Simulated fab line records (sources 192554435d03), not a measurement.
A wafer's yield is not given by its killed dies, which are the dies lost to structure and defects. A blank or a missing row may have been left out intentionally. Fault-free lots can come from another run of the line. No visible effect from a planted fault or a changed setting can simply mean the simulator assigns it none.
Which tool is to blame? | flow n5Finfet | 24 lots with 72 wafers sampled at 2 steps, on a route of 1938 steps

== WHAT THE GAUGES SHOWED, per wafer ==
N5_BEOL_M7_INSPECT_58: inspects for defects (darkfield).
lot  | measured     | on               | rawDefectCount
L074 | day 9 12:13  | defectInspect-01 | 66 104 69
L075 | day 9 14:23  | defectInspect-02 | 47 83 75
L076 | day 9 17:40  | defectInspect-01 | 81 80 71
L077 | day 9 21:43  | defectInspect-02 | 96 62 58
L078 | day 10 08:37 | defectInspect-01 | 77 56 60
L079 | day 10 18:43 | defectInspect-01 | 74 54 40
L080 | day 11 09:58 | defectInspect-01 | 76 88 125
L081 | day 11 10:31 | defectInspect-01 | 37 63 31
L082 | day 11 15:14 | defectInspect-02 | 58 41 75
L083 | day 11 18:16 | defectInspect-02 | 115 102 102
L084 | day 12 05:46 | defectInspect-02 | 61 101 68
L085 | day 12 07:13 | defectInspect-02 | 62 27 30
L086 | day 12 15:32 | defectInspect-02 | 114 65 52
L087 | day 12 23:58 | defectInspect-01 | 36 69 62
L089 | day 13 11:45 | defectInspect-01 | 56 47 51
L091 | day 13 13:49 | defectInspect-01 | 94 83 91
L090 | day 13 14:58 | defectInspect-02 | 82 51 55
L088 | day 13 22:46 | defectInspect-02 | 54 56 41
L092 | day 14 03:54 | defectInspect-01 | 49 43 75
L095 | day 14 09:07 | defectInspect-02 | 54 54 84
L094 | day 14 20:41 | defectInspect-02 | 63 52 62
L093 | day 15 12:23 | defectInspect-01 | 83 46 77
L096 | day 15 17:07 | defectInspect-02 | 53 51 51
L097 | day 16 11:59 | defectInspect-02 | 65 74 52

== WHICH TOOL RAN EACH LOT (tool, then ch and the chambers of the sampled wafers, then the start) ==
lot  | N5_BEOL_M7_DEP_56
L074 | pecvd-02 ch 0,2, day 9 12:07
L075 | pecvd-02 ch 1,2, day 9 14:17
L076 | pecvd-01 ch 0, day 9 17:33
L077 | pecvd-02 ch 0,2, day 9 21:37
L078 | pecvd-02 ch 0,2, day 10 08:31
L079 | pecvd-01 ch 0,1,2, day 10 18:37
L080 | pecvd-04 ch 1,2, day 11 09:52
L081 | pecvd-01 ch 1,2, day 11 10:25
L082 | pecvd-01 ch 0,1,2, day 11 15:08
L083 | pecvd-02 ch 1,2, day 11 18:10
L084 | pecvd-01 ch 0,1,2, day 12 05:40
L085 | pecvd-04 ch 1,2, day 12 07:08
L086 | pecvd-04 ch 0,2, day 12 15:26
L087 | pecvd-04 ch 0,1,2, day 12 23:53
L089 | pecvd-02 ch 1,2, day 13 11:39
L091 | pecvd-02 ch 0,1, day 13 13:44
L090 | pecvd-02 ch 0,1, day 13 14:52
L088 | pecvd-04 ch 0,2, day 13 22:40
L092 | pecvd-04 ch 0,1,2, day 14 03:48
L095 | pecvd-02 ch 0,1, day 14 09:01
L094 | pecvd-04 ch 0,1, day 14 20:35
L093 | pecvd-01 ch 0,1,2, day 15 12:17
L096 | pecvd-04 ch 1,2, day 15 17:01
L097 | pecvd-01 ch 1,2, day 16 11:54
- N5_BEOL_M7_DEP_56: deposits SiCN from 3MS/NH3, target thk 10 nm, time 17.5 s.

== AS READ BY THE TOOLS THEMSELVES (means over the sampled wafers that have a number; for cases with no such wafer, the mark the record gives instead) ==
N5_BEOL_M7_DEP_56.
lot  | tool     | chamberPressureTorr (Torr) | showerheadPlenumPTorr (Torr) | throttleValvePct (%)
L074 | pecvd-02 | 2.993                      | 3.663                        | 9.7
L075 | pecvd-02 | 3.004                      | 3.674                        | 9.1
L076 | pecvd-01 | 3.007                      | 3.691                        | 9.5
L077 | pecvd-02 | 2.992                      | 3.666                        | 9.5
L078 | pecvd-02 | 3.002                      | 3.655                        | 9.7
L079 | pecvd-01 | 3.006                      | 3.675                        | 8.8
L080 | pecvd-04 | 2.999                      | 3.649                        | 8.7
L081 | pecvd-01 | 3.001                      | 3.656                        | 8.3
L082 | pecvd-01 | 3.007                      | 3.670                        | 8.6
L083 | pecvd-02 | 3.003                      | 3.682                        | 9.1
L084 | pecvd-01 | 3.002                      | 3.672                        | 8.7
L085 | pecvd-04 | 2.999                      | 3.649                        | 8.6
L086 | pecvd-04 | 3.004                      | 3.651                        | 9.4
L087 | pecvd-04 | 2.997                      | 3.655                        | 9.7
L089 | pecvd-02 | 2.996                      | 3.678                        | 9.2
L091 | pecvd-02 | 3.010                      | 3.668                        | 9.6
L090 | pecvd-02 | 3.005                      | 3.673                        | 9.3
L088 | pecvd-04 | 3.007                      | 3.650                        | 10.5
L092 | pecvd-04 | 2.994                      | 3.658                        | 9.7
L095 | pecvd-02 | 2.989                      | 3.660                        | 9.5
L094 | pecvd-04 | 2.999                      | 3.668                        | 9.9
L093 | pecvd-01 | 3.001                      | 3.664                        | 8.8
L096 | pecvd-04 | 3.001                      | 3.652                        | 8.7
L097 | pecvd-01 | 2.999                      | 3.661                        | 8.4

== THE ANSWER, worked out from the rows above alone ==
Rule: the usual values come from the lots themselves. The widest of any qualifying gaps counts: lots, ordered by their means at a reading, are off when they make up no more than a third of the lots, leave a main group of 4 or more, and stand apart from it by 3 or more times the standard deviation of that group's means. Not used: any main group whose means are identical at the precision the tables above print for the reading. A lot without any number at a reading at which 4 lots or more have one is off too. The other lots that the step has rows for count as sound. After the gauges, taken in route order, come the tools' own readings; for these a lot's mean is taken, as printed above. The first step at which some lot is off is used, and at that step the reading that is off furthest; a lot without a number counts as furthest.
Nothing can be told from this: no lot is off at any reading shown.

== WHAT THE SIMULATOR HAD PUT IN ==
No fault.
